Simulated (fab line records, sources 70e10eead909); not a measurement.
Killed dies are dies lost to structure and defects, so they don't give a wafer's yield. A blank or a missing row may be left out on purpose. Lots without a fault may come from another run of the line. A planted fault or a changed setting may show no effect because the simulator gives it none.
fab line records | flow nand_harc
record lots=11 wafers=31 last_day=34
route steps=1302 shown A_BONDPAD@1218 HYBRID_BOND@1237
lots that met no fault: from a run of the same line without faults
start_h: hours from the record's first day to the start of the lot's first wafer shown | wait_h: hours since the lot's step before | " the same as in the row above | L1.1+2: a row that stands for several wafers | - no value, or no start given | * or withheld: withheld | < > ~ a bound
route shown NAME@n: a module of which the file shows steps, and the number in the route of the first | usual: mean/standard deviation of fault-free wafers | same: alike in all rows | chamber/n: place in a boat | sites: the reading at each site | _std_site: their standard deviation | _edge_site: outer sites' mean less inner sites' | radius_mm: how far each site lies from the wafer's centre | mask NAME#n: copy n | behind: the tool/chamber that last shaped the wafer | hold: why the lot was held/for how many hours/how that ended | device: the transistor (n, p or np) that didn't switch | end of line: the same wafers' tests at the end of the route | a step without rows: its recipe alone | killed: dies lost to structure and defects at the first sort, not the wafer's yield | map: a wafer's dies, x killed, . not, _ none there
set.NAME: the setting as run; set.NAME@STEP: as run at that earlier step | model.NAME: the simulator's own value behind a step, which no gauge read
steps of the route over a sample of lots; a table a step, a row a wafer
services: from which hour (start_h, from the record's first day; less than 0 if before it) a tool's chamber was out of use, for how many hours, and why
## steps
# step NHARC_A_BONDPAD_DESCUM_11
# recipe time_s=3 o2_flow_sccm=200 ar_flow_sccm=0 bias_power_w=0 chemistry=O2
# usual drypump_motor_current_A=5.8/0.51 oes_product_au=1.001/0.0091 rf_vpp_V=57.7/0.81 showerhead_plenum_p_Torr=1.93/0.092 throttle_valve_pct=11.309/0.0091
# columns lot.wafer tool chamber start_h wait_h drypump_motor_current_A oes_product_au rf_hours_counter_h rf_vpp_V showerhead_plenum_p_Torr throttle_valve_pct
L805.2 rie_diel-13 0 540.82 - 5.7 1.011 6 57.5 1.87 11.302
L805.6 " 3 " " 5.4 0.982 - 57.7 1.83 11.311
L805.5 " 0 " " 5.7 1.005 - 58.2 1.87 11.310
L807.3 rie_diel-06 0 552.56 - 5.6 0.992 2 58.1 1.80 11.305
L807.1 " 1 " " 5.1 1.003 2 57.3 1.94 11.318
L807.4 " 3 " " 6.5 1.006 2 59.0 1.95 11.322
L809.2 rie_diel-06 1 570.96 - 5.2 1.005 2 58.4 1.94 11.314
L809.1 " 2 " " 6.1 0.992 2 58.1 2.06 11.310
L809.5 " 3 " " 6.5 1.007 - 56.9 1.95 11.308
L813.3 rie_diel-13 0 627.29 - 5.7 1.003 40 57.9 1.86 11.306
L813.2 " 2 " " 6.2 1.006 34 56.9 2.06 11.318
L814.2 rie_diel-06 2 630.13 - 6.2 0.987 4 58.4 2.06 11.314
L814.6 " 1 " " 5.2 1.003 - 58.7 1.94 11.314
L822.3 rie_diel-06 1 702.43 - 5.1 1.017 0 57.7 1.94 11.306
L822.1 " 3 " " 6.4 1.000 1 57.9 1.95 11.304
L822.6 " 2 " " 6.1 1.001 - 58.5 2.06 11.312
L821.3 rie_diel-06 3 704.06 - 6.4 1.004 1 57.9 1.95 11.313
L821.1 " 2 " " 6.1 1.004 1 57.6 2.06 11.301
L821.5 " 0 " " 5.6 0.986 - 57.6 1.80 11.316
L823.4 rie_diel-06 0 721.40 - 5.6 0.983 1 58.5 1.80 11.319
L823.3 " 3 " " 6.4 0.994 2 57.3 1.95 11.285
L823.6 " 0 " " 5.6 0.995 - 57.0 1.80 11.309
L826.4 rie_diel-06 2 735.83 - 6.1 0.999 2 57.0 2.06 11.314
L826.1 " 0 " " 5.6 0.994 1 58.2 1.80 11.303
L826.5 " 2 " " 6.1 1.013 - 57.4 2.06 11.292
L825.4 rie_diel-12 0 737.14 - 5.6 1.009 19 58.8 2.07 11.312
L825.1 " 1 " " 6.4 1.002 17 56.5 1.83 11.313
L825.3 " 2 " " 5.1 1.007 18 57.1 1.90 11.305
L827.2 rie_diel-06 1 774.22 - 5.2 1.010 3 57.4 1.94 11.310
L827.3 " 3 " " 6.4 1.004 3 58.1 1.95 11.304
L827.5 " 0 " " 5.6 0.995 - 57.5 1.80 11.325
# step NHARC_A_BONDPAD_ETCH_12
# recipe target_depth_a=2200 time_s=110 chf3_flow_sccm=50 o2_flow_sccm=10 ar_flow_sccm=200 rf_w=500 bias_w=200 chemistry=CHF3/O2
# usual drypump_motor_current_A=5.8/0.5 oes_product_au=0.942/0.02 rf_vpp_V=370.8/2.6 showerhead_plenum_p_Torr=2.41/0.11 throttle_valve_pct=20.573/0.0097
# columns lot.wafer tool chamber start_h wait_h drypump_motor_current_A oes_product_au rf_hours_counter_h rf_vpp_V showerhead_plenum_p_Torr throttle_valve_pct
L805.2 rie_diel-13 3 - - 5.4 0.943 6 367.7 2.30 20.559
L805.6 " 3 " " 5.4 0.950 - 370.5 2.30 20.580
L805.5 " 0 " " 5.7 0.970 - 370.3 2.35 20.565
L807.1 rie_diel-06 2 - - 6.1 0.912 2 375.7 2.57 20.578
L807.4 " 3 " " 6.5 0.928 2 372.7 2.45 20.577
L807.3 " 0 " " 5.6 0.915 2 367.1 2.27 20.567
L809.1 rie_diel-06 3 - - 6.4 0.950 2 370.7 2.45 20.570
L809.2 " 1 " " 5.1 0.940 2 372.0 2.44 20.567
L809.5 " 1 " " 5.2 0.949 - 372.1 2.44 20.555
L813.3 rie_diel-13 1 - - 5.6 0.894 38 366.4 2.24 20.564
L813.2 " 2 " " 6.2 0.935 34 373.6 2.58 20.568
L814.2 rie_diel-06 2 - - 6.1 0.922 4 375.1 2.57 20.571
L814.6 " 1 " " 5.2 0.931 - 370.3 2.44 20.575
L822.3 rie_diel-06 1 - - 5.1 0.961 1 372.5 2.43 20.566
L822.1 " 2 " " 6.1 0.954 1 376.1 2.57 20.561
L822.6 " 2 " " 6.1 0.948 - 374.2 2.57 20.575
L821.3 rie_diel-06 1 - - 5.1 0.990 1 372.3 2.43 20.588
L821.1 " 3 " " 6.5 0.960 1 373.2 2.45 20.565
L821.5 " 1 " " 5.1 0.977 - 371.7 2.43 20.578
L823.4 rie_diel-06 0 - - 5.6 0.929 1 367.0 2.27 20.565
L823.3 " 1 " " 5.2 0.935 1 371.7 2.43 20.562
L823.6 " 3 " " 6.4 0.947 - 370.6 2.45 20.555
L826.1 rie_diel-06 0 - - 5.6 0.974 1 366.8 2.27 20.588
L826.4 " 3 " " 6.4 0.981 2 371.4 2.45 20.576
L826.5 " 1 " " 5.2 0.981 - 372.7 2.43 20.568
L825.4 rie_diel-12 2 - - 5.2 0.926 18 369.5 2.39 20.586
L825.1 " 3 " " 6.4 0.918 19 368.4 2.35 20.574
L825.3 " 1 " " 6.4 0.913 17 367.2 2.30 20.577
L827.3 rie_diel-06 3 - - 6.4 0.958 3 371.4 2.45 20.566
L827.2 " 0 " " 5.6 0.952 2 367.1 2.27 20.580
L827.5 " 3 " " 6.4 0.967 - 372.6 2.45 20.586
# step NHARC_A_BONDPAD_STRIP_15
# recipe o2_flow_sccm=500 ar_flow_sccm=0 bias_w=0 chemistry=O2
# usual drypump_motor_current_A=5.8/0.47 oes_product_au=0.999/0.0093 rf_vpp_V=57.9/0.93 showerhead_plenum_p_Torr=3.55/0.17 throttle_valve_pct=17.036/0.0098
# columns lot.wafer tool chamber start_h wait_h drypump_motor_current_A oes_product_au rf_hours_counter_h rf_vpp_V showerhead_plenum_p_Torr throttle_valve_pct
L805.2 rie_diel-06 1 541.24 0.1 5.2 1.008 2 57.5 3.58 17.036
L805.6 " 0 " " 5.6 0.992 - 56.0 3.34 17.037
L805.5 " 1 " " 5.2 1.005 - 57.7 3.58 17.014
L807.4 rie_diel-13 1 552.95 0.1 5.7 0.971 11 57.9 3.31 17.029
L807.3 " 2 " " 6.2 1.007 11 58.6 3.80 17.044
L807.1 " 3 " " 5.4 0.988 10 58.3 3.37 17.021
L809.1 rie_diel-06 1 571.41 0.1 5.2 0.992 2 57.2 3.58 17.045
L809.2 " 2 " " 6.2 0.988 2 58.5 3.78 17.029
L809.5 " 1 " " 5.2 0.995 - 58.0 3.58 17.034
L813.2 rie_diel-13 0 627.72 0.1 5.7 1.011 40 58.4 3.44 17.032
L813.3 " 1 " " 5.7 0.983 38 58.8 3.30 17.044
L814.2 rie_diel-06 0 630.54 0.1 5.6 0.993 4 55.6 3.33 17.043
L814.6 " 2 " " 6.2 0.993 - 58.2 3.77 17.031
L822.3 rie_diel-06 0 702.87 0.1 5.6 0.995 1 56.9 3.33 17.039
L822.1 " 1 " " 5.2 0.996 1 58.1 3.57 17.017
L822.6 " 3 " " 6.4 1.000 - 58.2 3.59 17.015
L821.1 rie_diel-06 1 704.45 0.1 5.2 1.001 1 58.3 3.58 17.035
L821.3 " 0 " " 5.6 0.981 1 56.7 3.33 17.014
L821.5 " 1 " " 5.2 1.002 - 58.4 3.57 17.049
L823.4 rie_diel-12 1 721.80 0.1 6.4 1.005 14 57.3 3.38 17.031
L823.3 " 3 " " 6.4 0.993 15 56.7 3.46 17.028
L823.6 " 1 " " 6.4 0.995 - 56.0 3.38 17.031
L826.4 rie_diel-12 3 736.23 0.1 6.4 0.995 18 57.9 3.46 17.034
L826.1 " 0 " " 5.6 1.005 19 58.5 3.80 17.042
L826.5 " 3 " " 6.4 0.986 - 57.0 3.46 17.021
L825.1 rie_diel-13 3 737.53 0.1 5.5 1.008 9 57.4 3.35 17.042
L825.3 " 0 " " 5.7 1.000 11 58.3 3.42 17.040
L825.4 " 1 " " 5.7 0.992 12 59.4 3.80 17.036
L827.2 rie_diel-06 1 774.66 0.1 5.2 1.002 3 58.5 3.57 17.027
L827.3 " 3 " " 6.5 0.992 3 57.8 3.59 17.060
L827.5 " 0 " " 5.6 0.980 - 57.1 3.33 17.024
# step NHARC_HYBRID_BOND_ACTIVATE_00
# recipe time_s=60 n2_flow_sccm=200 ar_flow_sccm=0 bias_power_w=0 chemistry=N2
# usual drypump_motor_current_A=5.8/0.48 oes_product_au=1.000/0.011 rf_vpp_V=64.0/0.99 run_length_s=81.2/0.44 showerhead_plenum_p_Torr=1.77/0.089
# columns lot.wafer tool chamber start_h wait_h drypump_motor_current_A oes_product_au rf_hours_counter_h rf_vpp_V run_length_s showerhead_plenum_p_Torr
L805.2 rie_diel-08 0 543.47 0.1 5.7 1.010 15 65.0 81.1 1.85
L805.6 " 0 " " 5.7 1.007 - 63.6 81.2 1.85
L805.5 " 1 " " 4.9 1.009 - 65.0 81.5 1.87
L807.3 rie_diel-11 3 555.25 0.1 5.9 1.006 40 62.9 80.7 1.72
L807.4 " 1 " " 5.5 0.989 23 64.4 81.4 1.78
L807.1 " 2 " " 5.9 0.998 34 63.5 81.4 1.70
L809.2 rie_diel-11 1 573.68 0.1 5.5 0.982 29 64.1 81.3 1.78
L809.1 " 0 " " 6.2 0.992 44 64.3 81.0 1.90
L809.5 " 2 " " 6.0 0.990 - 62.8 81.0 1.70
L813.3 rie_diel-08 2 630.03 0.1 6.5 1.011 7 64.3 80.3 1.75
L813.2 " 3 " " 6.0 0.988 7 63.8 73.7 1.63
L814.2 rie_diel-08 2 632.85 0.1 6.4 1.001 7 65.5 73.0 1.75
L814.6 " 0 " " 5.7 1.000 - 64.6 81.1 1.85
L822.1 rie_diel-11 1 705.14 0.1 5.5 0.997 22 65.1 80.9 1.77
L822.3 " 2 " " 5.9 0.992 24 64.1 80.9 1.69
L822.6 " 0 " " 6.2 0.972 - 62.6 81.1 1.90
L821.1 rie_diel-08 0 706.73 0.1 5.7 1.004 14 64.2 81.3 1.85
L821.3 " 1 " " 4.9 1.013 12 64.9 81.8 1.87
L821.5 " 2 " " 6.5 1.002 - 64.6 80.3 1.75
L823.4 rie_diel-11 3 724.02 0.1 5.9 0.983 32 63.9 80.8 1.71
L823.3 " 0 " " 6.2 0.988 25 64.3 81.0 1.89
L823.6 " 3 " " 5.9 0.993 - 63.0 80.8 1.71
L826.1 rie_diel-08 1 738.48 0.1 4.9 0.991 0 64.8 81.7 1.87
L826.4 " 2 " " 6.5 1.001 0 63.7 80.4 1.75
L826.5 " 0 " " 5.7 1.010 - 63.3 80.9 1.85
L825.1 rie_diel-08 2 739.78 0.1 6.5 0.999 0 64.9 80.3 1.75
L825.3 " 3 " " 5.9 1.002 0 63.0 81.4 1.63
L825.4 " 1 " " 4.8 0.986 0 65.1 81.5 1.87
L827.3 rie_diel-08 2 776.94 0.1 6.5 0.987 4 65.0 80.6 1.75
L827.2 " 3 " " 6.0 0.991 4 62.6 81.7 1.63
L827.5 " 2 " " 6.5 0.981 - 62.8 80.2 1.75
## services
# columns tool chamber start_h hours kind
rie_diel-13 - 519.02 9.0 pm
rie_diel-06 - 522.59 0.5 repair
rie_diel-13 1 533.64 5.1 repair
rie_diel-08 - 545.07 9.0 pm
rie_diel-06 0 568.33 4.0 repair
rie_diel-08 1 580.77 6.0 repair
rie_diel-06 - 610.52 0.4 repair
rie_diel-11 - 612.78 9.0 pm
rie_diel-12 - 623.21 9.0 pm
rie_diel-06 0 635.08 4.5 repair
rie_diel-08 - 637.72 0.4 repair
rie_diel-11 0 642.34 14.4 repair
rie_diel-13 1 657.94 4.5 repair
rie_diel-06 - 661.28 9.0 pm
rie_diel-08 1 664.26 9.4 repair
rie_diel-13 - 696.02 9.0 pm
rie_diel-06 0 700.64 1.9 repair
rie_diel-06 0 710.20 7.1 repair
rie_diel-06 1 713.32 7.2 repair
rie_diel-08 - 722.07 9.0 pm
rie_diel-06 2 729.87 5.7 repair
rie_diel-06 2 773.05 5.5 repair
rie_diel-06 - 773.27 0.2 repair
rie_diel-06 0 776.12 14.8 repair
## key
first_sign step=NHARC_HYBRID_BOND_ACTIVATE_00 reading=run_length_s direction=down sigmas=18 usual=* struck=*
effect none on later readings
met_at NHARC_HYBRID_BOND_ACTIVATE_00
struck_lots L813,L814
struck_wafers L813.2,L814.2
not_acting_at NHARC_A_BONDPAD_DESCUM_11,NHARC_A_BONDPAD_ETCH_12,NHARC_A_BONDPAD_STRIP_15
onset_between 543.47 630.03
fault kind=process_parameter_drift tool=rie_diel-08 chamber=- onset_h=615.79 steps=NHARC_HYBRID_BOND_ACTIVATE_00 channel=time_s offset=* shape=step end_h=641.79 scope=struck_wafers_only acts_in=* stated=*
